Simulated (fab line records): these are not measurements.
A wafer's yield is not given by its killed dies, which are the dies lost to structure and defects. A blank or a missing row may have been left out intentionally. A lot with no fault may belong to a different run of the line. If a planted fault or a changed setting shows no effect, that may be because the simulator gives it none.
fab line records | flow n5Finfet
[record] lots = 24 wafers = 72 lastDay = 18
route steps=1938 shown BEOL_M2@879 BEOL_M3@932
lots that met no fault: taken from a fault-free run of the same line
startH: start of the lot's first displayed wafer, in hours after the record's first day | waitH: hours from the lot's prior step to this one | " unchanged from the row above | L1.1+2: a single row standing in for several wafers | - either no value or no given start | * or withheld: withheld | < > ~ a bound
route shown NAME@n: names a module that has steps shown in the file, with the first one's number in the route | usual: mean/standard deviation of fault-free wafers | same: alike in all rows | chamber/n: place in a boat | sites: per-site readings | _std_site: their standard deviation | _edge_site: inner sites' mean taken away from outer sites' mean | radiusMm: how far each site lies from the wafer's centre | mask NAME#n: copy n | behind: the tool/chamber that last shaped the wafer | hold: why the lot went on hold/how many hours it stayed there/how the hold came to an end | device: names the non-switching transistor (n, p or np) | end of line: tests of these same wafers at the route's end | a step with no rows: only its recipe | killed: the dies lost at the first sort to structure and to defects; this is not the yield of the wafer | map: the dies of a wafer, with x for killed, . for not killed, _ for no die there
set.NAME: the setting as run; set.NAME@STEP: as run at that earlier step | model.NAME: the simulator's own value behind a step, which no gauge read
a sample of lots followed through the steps of the route, with each step as a table and each wafer as a row
services: a tool's chamber out of use, with start hour (startH, from the record's first day; less than 0 if before it), hours out, and reason
[[steps]]
[step N5_BEOL_M2_DESCUM_33]
[recipe] chemistry = O2 timeS = 7 sourcePowerW = 50 biasPowerW = 20 pressureMtorr = 20 rfFrequencyHz = 2.712e+07 tempC = 40 resist = CAR-EUV o2FlowSccm = 225
[usual] drypumpMotorCurrentA = 5.7/0.48 oesProductAu = 0.75/0.08 rfVppV = 243.2/1.3 showerheadPlenumPTorr = 2.10/0.067 throttleValvePct = 20.55/0.28
[same] timeS = 7
// columns lot.wafer tool chamber startH waitH drypumpMotorCurrentA oesProductAu rfHoursCounterH rfVppV showerheadPlenumPTorr throttleValvePct
L074.3 rieDiel-05 1 134.10 0.2 4.7 0.70 190 244.4 2.18 20.96
L074.4 " 1 " " 4.7 0.71 - 245.4 2.18 20.95
L074.6 " 2 " " 5.9 0.73 - 243.6 2.08 20.39
L075.1 rieDiel-05 0 147.93 0.0 6.4 0.76 152 242.1 2.02 20.47
L075.3 " 3 " " 5.6 0.69 217 242.9 2.15 20.32
L075.5 " 3 " " 5.6 0.69 - 244.2 2.15 20.31
L076.1 rieDiel-02 0 155.24 0.0 5.3 0.75 183 242.5 2.09 20.82
L076.4 " 1 " " 5.9 0.75 130 241.4 2.00 20.34
L076.6 " 3 " " 5.9 0.92 - 242.8 2.06 20.49
L077.3 rieDiel-05 1 162.23 0.2 4.7 0.69 201 243.1 2.17 20.97
L077.4 " 3 " " 5.6 0.70 222 242.8 2.15 20.33
L077.6 " 3 " " 5.6 0.70 - 245.1 2.15 20.33
L078.2 rieDiel-05 0 162.66 0.0 6.4 0.75 158 241.8 2.01 20.48
L078.3 " 2 " " 5.9 0.71 198 243.3 2.08 20.41
L078.6 " 3 " " 5.6 0.69 - 243.6 2.15 20.33
L080.4 rieDiel-05 0 169.95 0.0 6.4 0.75 161 243.2 2.01 20.50
L080.5 " 3 " " 5.7 0.68 - 245.1 2.15 20.32
L080.6 " 0 " " 6.4 0.75 - 241.2 2.01 20.49
L079.1 rieDiel-05 2 177.54 0.0 5.9 0.71 204 243.1 2.08 20.41
L079.4 " 1 " " 4.7 0.69 207 243.9 2.17 20.99
L079.6 " 3 " " 5.6 0.68 - 244.2 2.15 20.33
L081.3 rieDiel-02 2 182.16 0.0 5.8 0.81 98 244.2 2.12 20.49
L081.5 " 3 " " 5.9 0.90 - 241.7 2.06 20.50
L081.6 " 2 " " 5.8 0.80 - 241.9 2.12 20.48
L082.2 rieDiel-02 2 182.46 0.0 5.8 0.80 98 245.0 2.12 20.49
L082.4 " 1 " " 5.9 0.74 139 242.6 2.00 20.36
L082.5 " 2 " " 5.8 0.79 - 245.1 2.12 20.50
L083.1 rieDiel-05 1 196.16 0.0 4.7 0.68 213 244.2 2.17 20.98
L083.4 " 0 " " 6.3 0.75 170 241.2 2.01 20.51
L083.6 " 0 " " 6.4 0.74 - 241.1 2.01 20.51
L084.1 rieDiel-02 1 211.53 0.6 5.8 0.74 150 243.1 2.00 20.37
L084.4 " 3 " " 5.9 0.88 - 243.0 2.06 20.50
L084.6 " 1 " " 5.8 0.75 - 241.3 2.00 20.34
L085.1 rieDiel-01 2 213.44 0.2 5.7 0.74 192 244.2 2.20 21.10
L085.2 " 1 " " 6.5 0.92 9 243.0 2.16 19.96
L085.3 " 1 " " 6.5 0.92 - 244.2 2.16 19.95
L086.2 rieDiel-05 1 213.80 0.0 4.8 0.66 220 242.3 2.17 21.00
L086.3 " 0 " " 6.3 0.74 174 241.7 2.01 20.50
L086.4 " 2 " " 5.8 0.70 215 243.7 2.07 20.43
L087.1 rieDiel-02 0 216.33 0.0 5.3 0.74 206 243.8 2.08 20.84
L087.3 " 1 " " 5.9 0.74 153 243.4 2.00 20.35
L087.5 " 1 " " 5.9 0.74 - 242.0 2.00 20.37
L089.1 rieDiel-01 2 224.11 0.0 5.7 0.73 197 243.7 2.19 21.12
L089.5 " 3 " " 5.8 0.73 - 242.6 2.07 20.47
L089.6 " 2 " " 5.7 0.73 - 245.2 2.19 21.11
L088.1 rieDiel-05 1 224.60 0.1 4.7 0.67 224 244.0 2.17 20.99
L088.4 " 2 " " 5.9 0.69 219 242.2 2.07 20.43
L088.5 " 3 " " 5.6 0.67 - 244.0 2.14 20.38
L090.1 rieDiel-05 1 230.69 0.0 4.7 0.67 225 244.2 2.17 21.02
L090.3 " 3 " " 5.7 0.67 246 243.8 2.14 20.36
L090.6 " 2 " " 5.9 0.69 - 242.3 2.07 20.44
L091.1 rieDiel-02 1 244.28 1.0 5.9 0.73 166 241.6 1.99 20.39
L091.2 " 2 " " 5.7 0.79 110 242.9 2.11 20.52
L091.4 " 0 " " 5.3 0.73 - 243.2 2.08 20.86
L092.1 rieDiel-01 3 250.76 0.0 5.8 0.73 197 243.9 2.07 20.47
L092.2 " 0 " " 6.3 0.94 13 245.1 2.24 20.62
L092.3 " 1 " " 6.5 0.89 24 243.2 2.16 20.01
L093.1 rieDiel-05 2 252.20 0.5 5.9 0.69 230 244.7 2.07 20.45
L093.3 " 1 " " 4.7 0.67 235 244.8 2.16 21.02
L093.4 " 1 " " 4.7 0.67 - 245.2 2.16 21.02
L096.3 rieDiel-02 2 268.35 0.9 5.8 0.79 123 242.2 2.11 20.52
L096.5 " 1 " " 5.8 0.72 - 243.3 1.99 20.40
L096.6 " 0 " " 5.3 0.72 - 242.1 2.07 20.87
L094.3 rieDiel-01 0 269.99 0.3 6.3 0.92 20 246.5 2.23 20.62
L094.4 " 2 " " 5.7 0.72 - 244.1 2.19 21.14
L094.6 " 3 " " 5.7 0.73 - 244.1 2.06 20.48
L095.2 rieDiel-05 3 270.00 0.1 5.7 0.96 2 244.7 2.14 19.98
L095.5 " 3 " " 5.6 0.97 - 244.2 2.14 19.99
L095.6 " 2 " " 5.9 0.68 - 242.0 2.06 20.46
L097.2 rieDiel-05 2 281.43 0.1 5.9 0.69 239 242.5 2.06 20.47
L097.3 " 1 " " 4.8 0.65 245 243.2 2.16 21.04
L097.5 " 2 " " 5.9 0.69 - 241.5 2.06 20.47
[step N5_BEOL_M2_PRE_CLEAN_45]
[recipe] gas = H2/He timeS = 30 tempC = 250
[usual] heaterPowerW = 336/23
[same] timeS = 30
// columns lot.wafer tool chamber startH waitH heaterPowerW
L074.3 pvdSputter-01 - 136.87 0.0 350
L074.4 " - " " 308
L074.6 " - " " 343
L075.1 pvdSputter-01 - 157.61 0.0 371
L075.3 " - " " 318
L075.5 " - " " 310
L076.1 pvdSputter-02 - 163.10 0.0 351
L076.4 " - " " 315
L076.6 " - " " 367
L077.3 pvdSputter-02 - 168.41 0.0 313
L077.4 " - " " 344
L077.6 " - " " 330
L078.2 pvdSputter-03 - 173.04 0.0 351
L078.3 " - " " 299
L078.6 " - " " 352
L080.4 pvdSputter-02 - 181.17 0.0 343
L080.5 " - " " 319
L080.6 " - " " 312
L079.1 pvdSputter-02 - 181.25 0.0 359
L079.4 " - " " 338
L079.6 " - " " 315
L082.2 pvdSputter-02 - 187.77 0.0 316
L082.4 " - " " 347
L082.5 " - " " 315
L081.3 pvdSputter-02 - 195.11 0.0 313
L081.5 " - " " 359
L081.6 " - " " 345
L083.1 pvdSputter-01 - 199.96 0.0 351
L083.4 " - " " 375
L083.6 " - " " 346
L084.1 pvdSputter-02 - 216.10 0.0 320
L084.4 " - " " 322
L084.6 " - " " 316
L085.1 pvdSputter-03 - 218.80 0.0 332
L085.2 " - " " 348
L085.3 " - " " 295
L087.1 pvdSputter-01 - 229.58 0.0 345
L087.3 " - " " 374
L087.5 " - " " 347
L086.2 pvdSputter-03 - 235.27 0.0 287
L086.3 " - " " 351
L086.4 " - " " 337
L090.1 pvdSputter-03 - 235.35 0.0 332
L090.3 " - " " 338
L090.6 " - " " 338
L089.1 pvdSputter-02 - 235.49 0.0 337
L089.5 " - " " 319
L089.6 " - " " 342
L088.1 pvdSputter-03 - 240.62 0.0 361
L088.4 " - " " 332
L088.5 " - " " 343
L091.1 pvdSputter-02 - 249.79 0.0 313
L091.2 " - " " 317
L091.4 " - " " 363
L092.1 pvdSputter-01 - 253.45 0.0 349
L092.2 " - " " 370
L092.3 " - " " 309
L093.1 pvdSputter-03 - 253.47 0.0 338
L093.3 " - " " 287
L093.4 " - " " 358
L096.3 pvdSputter-03 - 276.57 0.0 339
L096.5 " - " " 367
L096.6 " - " " 338
L094.3 pvdSputter-01 - 277.01 0.0 346
L094.4 " - " " 305
L094.6 " - " " 381
L095.2 pvdSputter-01 - 279.49 0.0 319
L095.5 " - " " 374
L095.6 " - " " 352
L097.2 pvdSputter-02 - 285.01 0.0 314
L097.3 " - " " 315
L097.5 " - " " 319
[step N5_BEOL_M2_SPUTTER_81]
[recipe] material = Cu targetThkA = 45 tempC = -20 chamberPressurePa = 0.07 powerW = withheld timeS = 8.29
[usual] throttleValvePct = 29.8/0.87
[same] timeS = 8.29
// columns lot.wafer tool chamber startH waitH throttleValvePct
L074.3 pvdSputter-02 - 137.84 0.1 30.9
L074.4 " - " " 29.5
L074.6 " - " " 30.8
L075.1 pvdSputter-03 - 158.79 0.1 30.4
L075.3 " - " " 28.5
L075.5 " - " " 30.9
L076.1 pvdSputter-01 - 166.00 0.1 30.3
L076.4 " - " " 30.0
L076.6 " - " " 28.3
L077.3 pvdSputter-02 - 171.31 0.1 29.9
L077.4 " - " " 30.2
L077.6 " - " " 30.8
L078.2 pvdSputter-01 - 174.30 0.1 30.5
L078.3 " - " " 29.9
L078.6 " - " " 28.1
L079.1 pvdSputter-02 - 182.39 0.1 30.7
L079.4 " - " " 30.1
L079.6 " - " " 29.6
L080.4 pvdSputter-03 - 183.53 0.1 28.4
L080.5 " - " " 28.4
L080.6 " - " " 29.4
L082.2 pvdSputter-02 - 188.85 0.1 30.1
L082.4 " - " " 29.7
L082.5 " - " " 29.6
L081.3 pvdSputter-02 - 196.11 0.1 30.4
L081.5 " - " " 30.3
L081.6 " - " " 29.7
L083.1 pvdSputter-02 - 201.02 0.1 30.0
L083.4 " - " " 29.3
L083.6 " - " " 29.6
L084.1 pvdSputter-03 - 217.11 0.1 28.5
L084.4 " - " " 30.8
L084.6 " - " " 29.2
L085.1 pvdSputter-02 - 221.51 0.1 29.6
L085.2 " - " " 30.7
L085.3 " - " " 29.6
L087.1 pvdSputter-03 - 232.43 0.1 29.4
L087.3 " - " " 28.5
L087.5 " - " " 28.7
L086.2 pvdSputter-03 - 236.68 0.1 28.8
L086.3 " - " " 31.0
L086.4 " - " " 28.5
L090.1 pvdSputter-02 - 236.83 0.1 30.5
L090.3 " - " " 30.0
L090.6 " - " " 29.7
L089.1 pvdSputter-01 - 238.79 0.1 30.0
L089.5 " - " " 30.0
L089.6 " - " " 28.4
L088.1 pvdSputter-02 - 241.95 0.1 30.7
L088.4 " - " " 29.5
L088.5 " - " " 30.1
L091.1 pvdSputter-03 - 250.85 0.1 30.2
L091.2 " - " " 29.3
L091.4 " - " " 28.5
L092.1 pvdSputter-01 - 254.63 0.1 28.5
L092.2 " - " " 30.5
L092.3 " - " " 28.1
L093.1 pvdSputter-03 - 254.73 0.1 28.6
L093.3 " - " " 30.7
L093.4 " - " " 29.2
L096.3 pvdSputter-03 - 277.81 0.1 28.6
L096.5 " - " " 30.4
L096.6 " - " " 28.8
L094.3 pvdSputter-01 - 278.05 0.1 28.5
L094.4 " - " " 30.0
L094.6 " - " " 30.1
L095.2 pvdSputter-01 - 280.67 0.1 28.1
L095.5 " - " " 28.9
L095.6 " - " " 28.4
L097.2 pvdSputter-03 - 286.05 0.1 30.5
L097.3 " - " " 30.8
L097.5 " - " " 31.0
[step N5_BEOL_M3_THK_MEAS_01]
[recipe] reads = SiOC_of_BEOL_M3_ILD_DEP_00
[usual] M3_ILD_THK = 79.4/1.1
// columns lot.wafer tool chamber startH waitH M3_ILD_THK[nm]
L074.3 filmMetro-01 - 141.21 0.1 78.8
L074.4 " - " " 80.9
L074.6 " - " " 80.0
L075.1 filmMetro-01 - 161.43 0.0 79.9
L075.3 " - " " 79.4
L075.5 " - " " 81.1
L076.1 filmMetro-01 - 168.52 0.0 77.8
L076.4 " - " " 79.6
L076.6 " - " " 79.4
L077.3 filmMetro-02 - 174.09 0.1 77.6
L077.4 " - " " 79.7
L077.6 " - " " 78.6
L078.2 filmMetro-01 - 176.81 0.1 76.9
L078.3 " - " " 78.9
L078.6 " - " " 78.9
L079.1 filmMetro-01 - 184.89 0.0 78.0
L079.4 " - " " 79.1
L079.6 " - " " 78.9
L080.4 filmMetro-02 - 186.04 0.1 78.9
L080.5 " - " " 79.1
L080.6 " - " " 79.3
L082.2 filmMetro-02 - 191.38 0.1 78.3
L082.4 " - " " 80.8
L082.5 " - " " 81.1
L081.3 filmMetro-01 - 198.61 0.1 79.6
L081.5 " - " " 80.4
L081.6 " - " " 79.5
L083.1 filmMetro-02 - 203.54 0.1 78.0
L083.4 " - " " 78.8
L083.6 " - " " 79.1
L084.1 filmMetro-01 - 219.62 0.1 78.2
L084.4 " - " " 79.7
L084.6 " - " " 79.1
L085.1 filmMetro-02 - 225.16 0.1 78.2
L085.2 " - " " 79.1
L085.3 " - " " 80.4
L087.1 filmMetro-02 - 235.22 0.0 78.7
L087.3 " - " " 77.3
L087.5 " - " " 82.9
L086.2 filmMetro-01 - 239.18 0.1 80.7
L086.3 " - " " 79.6
L086.4 " - " " 81.5
L090.1 filmMetro-02 - 239.33 0.0 78.1
L090.3 " - " " 77.2
L090.6 " - " " 79.8
L089.1 filmMetro-02 - 241.64 0.1 78.0
L089.5 " - " " 80.6
L089.6 " - " " 78.4
L088.1 filmMetro-02 - 244.49 0.0 79.5
L088.4 " - " " 80.1
L088.5 " - " " 81.2
L091.1 filmMetro-01 - 253.35 0.0 79.2
L091.2 " - " " 79.8
L091.4 " - " " 81.0
L092.1 filmMetro-01 - 257.13 0.0 79.3
L092.2 " - " " 79.3
L092.3 " - " " 79.5
L093.1 filmMetro-02 - 257.24 0.0 78.6
L093.3 " - " " 78.6
L093.4 " - " " 79.9
L096.3 filmMetro-01 - 280.32 0.1 79.4
L096.5 " - " " 80.5
L096.6 " - " " 79.9
L094.3 filmMetro-01 - 280.57 0.1 79.6
L094.4 " - " " 80.9
L094.6 " - " " 80.8
L095.2 filmMetro-01 - 283.21 0.1 77.4
L095.5 " - " " 78.4
L095.6 " - " " 79.4
L097.2 filmMetro-02 - 288.81 0.1 77.6
L097.3 " - " " 77.5
L097.5 " - " " 79.8
[step N5_BEOL_M3_ETCH_64]
[recipe] chemistry = N2/H2 target = SOC targetDepthA = 750 overetchA = 150 maskMaterial = SiARC tempC = 40 timeS = 112.5 ionEnergyEv = 200 pressureMtorr = 30 sourceW = 840 biasW = 150 n2FlowSccm = 200 h2FlowSccm = 200
[usual] drypumpMotorCurrentA = 5.6/0.39 n2FlowSccm = 200.0/0.57 oesProductAu = 0.62/0.068 rfVppV = 523.2/2.1 showerheadPlenumPTorr = 2.52/0.074 throttleValvePct = 17.94/0.29
[same] timeS = 112.5
// columns lot.wafer tool chamber startH waitH drypumpMotorCurrentA n2FlowSccm oesProductAu rfHoursCounterH rfVppV showerheadPlenumPTorr throttleValvePct
L074.3 rieDiel-04 0 143.00 0.0 5.9 200.3 0.57 174 523.1 2.55 18.21
L074.4 " 1 " " 5.3 200.2 0.57 192 523.5 2.52 17.74
L074.6 " 1 " " 5.2 199.1 0.57 - 523.0 2.52 17.74
L075.1 rieDiel-04 1 163.11 0.0 5.3 199.7 0.57 199 523.3 2.51 17.77
L075.3 " 3 " " 5.1 201.1 0.69 37 520.9 2.49 17.79
L075.5 " 2 " " 5.7 200.2 0.55 - 519.1 2.42 18.46
L076.1 rieDiel-06 1 169.64 0.0 5.7 200.2 0.59 168 523.0 2.54 18.01
L076.4 " 2 " " 6.1 199.6 0.55 215 523.1 2.51 17.88
L076.6 " 1 " " 5.7 200.1 0.59 - 523.3 2.54 18.02
L077.3 rieDiel-06 1 176.29 0.0 5.7 200.0 0.59 170 523.9 2.54 18.03
L077.4 " 3 " " 6.2 200.1 0.70 32 523.8 2.60 17.77
L077.6 " 2 " " 6.1 200.0 0.56 - 523.8 2.51 17.89
L078.2 rieDiel-03 2 179.62 0.0 5.3 200.1 0.75 2 521.8 2.52 17.44
L078.3 " 3 " " 6.4 199.7 0.70 49 524.0 2.62 18.35
L078.6 " 3 " " 6.4 199.2 0.69 - 525.1 2.62 18.35
L079.1 rieDiel-04 0 186.47 0.0 5.9 200.0 0.57 188 523.9 2.55 18.23
L079.4 " 2 " " 5.7 200.2 0.54 232 520.0 2.42 18.46
L079.6 " 1 " " 5.3 200.0 0.56 - 524.3 2.51 17.77
L080.4 rieDiel-06 3 188.35 0.0 6.2 198.9 0.69 35 525.7 2.60 17.76
L080.5 " 3 " " 6.2 200.0 0.70 - 525.1 2.59 17.76
L080.6 " 0 " " 5.2 199.7 0.65 - 520.8 2.45 17.50
L082.2 rieDiel-03 2 192.36 0.0 5.3 200.8 0.72 6 521.9 2.52 17.43
L082.4 " 1 " " 5.4 199.7 0.71 23 530.0 2.69 17.77
L082.5 " 1 " " 5.4 199.6 0.71 - 527.2 2.69 17.77
L081.3 rieDiel-06 0 201.77 0.0 5.2 200.2 0.66 77 522.3 2.45 17.52
L081.5 " 1 " " 5.7 199.5 0.59 - 523.1 2.53 18.06
L081.6 " 0 " " 5.2 200.2 0.65 - 521.4 2.45 17.51
L083.1 rieDiel-04 2 204.42 0.0 5.7 200.2 0.54 233 521.0 2.42 18.46
L083.4 " 0 " " 5.9 200.4 0.57 189 522.4 2.55 18.23
L083.6 " 1 " " 5.3 199.6 0.56 - 522.7 2.51 17.77
L084.1 rieDiel-04 0 222.41 0.0 5.9 200.1 0.56 194 523.0 2.54 18.24
L084.4 " 1 " " 5.2 199.7 0.56 213 523.4 2.51 17.78
L084.6 " 2 " " 5.7 199.4 0.54 - 519.4 2.42 18.48
L085.1 rieDiel-06 2 229.59 0.0 6.1 199.5 0.55 234 522.3 2.50 17.89
L085.2 " 3 " " 6.2 200.6 0.67 49 524.8 2.59 17.77
L085.3 " 1 " " 5.7 199.8 0.58 189 523.3 2.53 18.06
L087.1 rieDiel-06 1 236.12 0.0 5.7 199.9 0.57 191 523.4 2.53 18.08
L087.3 " 0 " " 5.2 199.1 0.65 89 520.7 2.44 17.54
L087.5 " 3 " " 6.2 200.7 0.66 - 525.7 2.59 17.79
L086.2 rieDiel-04 1 241.30 0.0 5.2 200.2 0.56 219 522.9 2.50 17.78
L086.3 " 2 " " 5.7 199.9 0.54 244 519.7 2.42 18.49
L086.4 " 3 " " 5.2 200.4 0.67 56 522.3 2.48 17.81
L090.1 rieDiel-04 1 241.52 0.0 5.3 200.3 0.56 219 523.1 2.50 17.79
L090.3 " 2 " " 5.7 200.2 0.54 244 520.6 2.42 18.48
L090.6 " 1 " " 5.3 199.4 0.55 - 524.3 2.50 17.77
L089.1 rieDiel-06 2 244.96 0.0 6.1 200.5 0.55 240 522.9 2.50 17.93
L089.5 " 1 " " 5.7 199.6 0.58 - 522.8 2.53 18.06
L089.6 " 0 " " 5.2 200.0 0.63 - 520.0 2.44 17.54
L088.1 rieDiel-04 1 245.42 0.0 5.3 199.6 0.56 220 523.9 2.50 17.78
L088.4 " 2 " " 5.7 199.9 0.54 246 520.6 2.42 18.47
L088.5 " 1 " " 5.3 199.9 0.56 - 521.6 2.50 17.79
L091.1 rieDiel-06 3 254.99 0.0 6.2 199.7 0.66 60 523.8 2.58 17.80
L091.2 " 1 " " 5.7 200.8 0.58 199 523.2 2.52 18.07
L091.4 " 2 " " 6.0 200.0 0.54 244 520.9 2.50 17.94
L092.1 rieDiel-03 0 258.40 0.0 5.1 200.3 0.57 216 524.0 2.53 18.06
L092.2 " 3 " " 6.4 200.0 0.67 68 525.4 2.61 18.39
L092.3 " 2 " " 5.3 200.0 0.70 22 522.3 2.51 17.48
L093.1 rieDiel-06 1 259.79 0.0 5.7 200.3 0.57 201 525.6 2.52 18.07
L093.3 " 3 " " 6.2 200.0 0.66 62 527.1 2.58 17.80
L093.4 " 2 " " 6.0 199.8 0.54 246 522.9 2.49 17.93
L096.3 rieDiel-06 0 282.31 0.0 5.2 200.3 0.64 106 521.0 2.44 17.57
L096.5 " 0 " " 5.2 199.6 0.64 - 521.9 2.44 17.56
L096.6 " 3 " " 6.2 200.0 0.66 - 524.3 2.58 17.81
L094.3 rieDiel-04 2 282.35 0.0 5.7 200.2 0.77 5 527.9 2.73 18.13
L094.4 " 2 " " 5.7 199.5 0.76 - 528.1 2.73 18.14
L094.6 " 1 " " 5.3 200.2 0.55 - 521.8 2.50 17.82
L095.2 rieDiel-04 2 285.86 0.0 5.7 199.2 0.77 7 528.7 2.73 18.13
L095.5 " 2 " " 5.7 199.0 0.75 - 527.0 2.73 18.13
L095.6 " 3 " " 5.1 200.0 0.66 - 521.7 2.47 17.86
L097.2 rieDiel-04 1 294.71 0.0 5.2 200.0 0.54 242 521.9 2.50 17.85
L097.3 " 2 " " 5.7 201.3 0.75 10 528.3 2.73 18.13
L097.5 " 1 " " 5.2 199.7 0.55 - 524.9 2.49 17.82
[step N5_BEOL_M3_STRIP_19]
[recipe] chemistry = O2 powerW = 400 tempC = 40 pressureMtorr = 30 rfFrequencyHz = 6e+07 biasPowerW = 0 overashFraction = 0.2 o2FlowSccm = 225
[usual] drypumpMotorCurrentA = 5.6/0.42 oesProductAu = 0.79/0.085 rfVppV = 3.8/0.52 showerheadPlenumPTorr = 2.09/0.063 throttleValvePct = 16.73/0.24
// columns lot.wafer tool chamber startH waitH drypumpMotorCurrentA oesProductAu rfHoursCounterH rfVppV showerheadPlenumPTorr throttleValvePct
L074.3 rieDiel-04 0 143.28 0.1 5.9 0.73 174 4.4 2.10 17.01
L074.4 " 3 " " 5.1 0.89 31 4.0 2.07 16.65
L074.6 " 1 " " 5.2 0.72 - 4.0 2.08 16.64
L075.1 rieDiel-04 1 163.39 0.1 5.2 0.72 199 3.2 2.08 16.66
L075.3 " 0 " " 5.9 0.73 181 4.0 2.10 17.02
L075.5 " 3 " " 5.1 0.87 - 3.2 2.07 16.67
L076.1 rieDiel-03 1 169.92 0.1 5.4 0.92 15 3.5 2.24 16.70
L076.4 " 3 " " 6.4 0.90 - 3.8 2.15 16.83
L076.6 " 0 " " 5.1 0.73 - 3.3 2.07 16.72
L077.3 rieDiel-06 1 176.57 0.1 5.7 0.77 170 3.9 2.08 16.85
L077.4 " 0 " " 5.2 0.84 68 3.5 2.03 16.42
L077.6 " 1 " " 5.7 0.76 - 4.0 2.08 16.85
L078.2 rieDiel-03 1 179.90 0.1 5.4 0.91 19 3.4 2.24 16.72
L078.3 " 2 " " 5.3 0.97 2 5.1 2.07 16.25
L078.6 " 1 " " 5.3 0.89 - 3.6 2.24 16.73
L079.1 rieDiel-03 0 186.75 0.1 5.1 0.73 199 3.9 2.07 16.72
L079.4 " 2 " " 5.3 0.95 4 3.7 2.07 16.26
L079.6 " 1 " " 5.4 0.90 - 4.1 2.24 16.70
L080.4 rieDiel-06 0 188.62 0.1 5.2 0.82 72 3.9 2.02 16.44
L080.5 " 3 " " 6.2 0.89 - 2.7 2.13 16.44
L080.6 " 2 " " 6.1 0.69 - 4.5 2.06 16.83
L082.2 rieDiel-03 1 192.73 0.2 5.4 0.89 23 3.7 2.24 16.72
L082.4 " 3 " " 6.3 0.89 53 5.2 2.14 16.83
L082.5 " 0 " " 5.1 0.73 - 3.4 2.07 16.73
L081.3 rieDiel-06 2 202.21 0.2 6.1 0.69 226 3.8 2.06 16.85
L081.5 " 0 " " 5.2 0.81 - 3.8 2.02 16.45
L081.6 " 1 " " 5.7 0.75 - 3.5 2.08 16.87
L083.1 rieDiel-06 1 204.81 0.2 5.7 0.74 181 3.7 2.08 16.88
L083.4 " 2 " " 6.1 0.69 228 3.8 2.06 16.84
L083.6 " 0 " " 5.2 0.81 - 4.1 2.02 16.43
L084.1 rieDiel-06 0 222.69 0.1 5.2 0.81 84 3.7 2.02 16.47
L084.4 " 2 " " 6.0 0.69 232 3.7 2.06 16.87
L084.6 " 2 " " 6.1 0.68 - 4.8 2.06 16.86
L085.1 rieDiel-04 1 229.89 0.1 5.3 0.71 215 3.7 2.07 16.68
L085.2 " 0 " " 5.9 0.72 196 3.6 2.09 17.04
L085.3 " 3 " " 5.2 0.84 52 3.8 2.06 16.71
L087.1 rieDiel-03 3 236.40 0.1 6.3 0.86 67 2.9 2.14 16.88
L087.3 " 0 " " 5.1 0.71 215 3.7 2.06 16.76
L087.5 " 3 " " 6.4 0.86 - 3.4 2.14 16.87
L086.2 rieDiel-06 1 241.68 0.2 5.7 0.75 193 4.1 2.08 16.90
L086.3 " 3 " " 6.2 0.85 54 4.6 2.12 16.47
L086.4 " 2 " " 6.1 0.67 239 3.8 2.06 16.88
L090.1 rieDiel-04 3 241.97 0.2 5.1 0.83 56 3.1 2.06 16.71
L090.3 " 1 " " 5.2 0.71 219 3.8 2.07 16.70
L090.6 " 0 " " 5.9 0.71 - 3.6 2.09 17.04
L089.1 rieDiel-04 0 245.29 0.1 5.9 0.71 202 3.9 2.09 17.05
L089.5 " 1 " " 5.3 0.71 - 4.9 2.07 16.70
L089.6 " 2 " " 5.7 0.68 - 3.8 2.00 17.20
L088.1 rieDiel-06 1 245.77 0.2 5.7 0.74 195 4.1 2.08 16.90
L088.4 " 0 " " 5.2 0.79 93 4.2 2.02 16.49
L088.5 " 0 " " 5.2 0.81 - 3.8 2.02 16.49
L091.1 rieDiel-04 0 255.27 0.1 5.9 0.71 208 2.6 2.09 17.06
L091.2 " 3 " " 5.1 0.84 63 3.5 2.06 16.73
L091.4 " 1 " " 5.3 0.69 - 3.4 2.07 16.72
L092.1 rieDiel-04 3 258.68 0.1 5.2 0.83 65 3.5 2.06 16.74
L092.2 " 0 " " 5.9 0.70 209 3.3 2.09 17.06
L092.3 " 1 " " 5.2 0.69 228 2.9 2.07 16.72
L093.1 rieDiel-03 0 260.19 0.2 5.1 0.71 217 3.3 2.06 16.77
L093.3 " 2 " " 5.3 0.89 23 4.0 2.06 16.29
L093.4 " 3 " " 6.3 0.86 69 4.0 2.14 16.85
L096.3 rieDiel-04 0 282.59 0.1 5.9 0.70 219 3.8 2.09 17.09
L096.5 " 1 " " 5.2 0.70 - 3.5 2.06 16.74
L096.6 " 0 " " 5.9 0.70 - 4.0 2.09 17.10
L094.3 rieDiel-06 1 282.63 0.1 5.7 0.73 209 3.7 2.07 16.94
L094.4 " 1 " " 5.7 0.74 - 3.8 2.07 16.94
L094.6 " 0 " " 5.2 0.79 - 4.2 2.01 16.51
L095.2 rieDiel-03 1 286.19 0.1 5.3 0.84 48 3.6 2.23 16.78
L095.5 " 2 " " 5.3 0.87 - 2.6 2.06 16.31
L095.6 " 1 " " 5.3 0.85 - 3.2 2.23 16.78
L097.2 rieDiel-03 1 294.98 0.1 5.4 0.85 50 4.1 2.23 16.76
L097.3 " 0 " " 5.1 0.70 227 3.2 2.06 16.77
L097.5 " 3 " " 6.4 0.86 - 4.1 2.13 16.90
[[services]]
// columns tool chamber startH hours kind
pvdSputter-01 - 112.07 4.3 repair
rieDiel-05 3 132.65 7.5 repair
rieDiel-06 3 133.56 10.2 repair
pvdSputter-02 - 134.70 2.2 repair
rieDiel-01 1 135.00 12.9 repair
pvdSputter-01 - 138.71 1.8 repair
rieDiel-03 1 146.18 2.5 repair
rieDiel-03 - 159.37 0.7 repair
rieDiel-04 - 188.17 14.6 pm
rieDiel-02 - 195.71 3.6 repair
rieDiel-05 0 203.48 8.1 repair
rieDiel-02 2 205.00 27.5 repair
rieDiel-02 0 226.35 10.5 repair
rieDiel-03 - 239.00 15.6 pm
rieDiel-02 3 241.86 46.0 repair
rieDiel-04 2 254.55 - clean
rieDiel-04 2 254.55 - consumableReplace:focusRing
rieDiel-04 2 254.55 - consumableReplace:showerhead
rieDiel-04 2 254.55 11.3 scheduledDown
rieDiel-04 2 254.55 11.3 ventCycle
rieDiel-05 - 266.00 4.0 pm
rieDiel-06 0 267.66 4.5 repair
rieDiel-06 2 272.21 - clean
rieDiel-04 3 278.44 4.5 repair
[[key]]
fault none
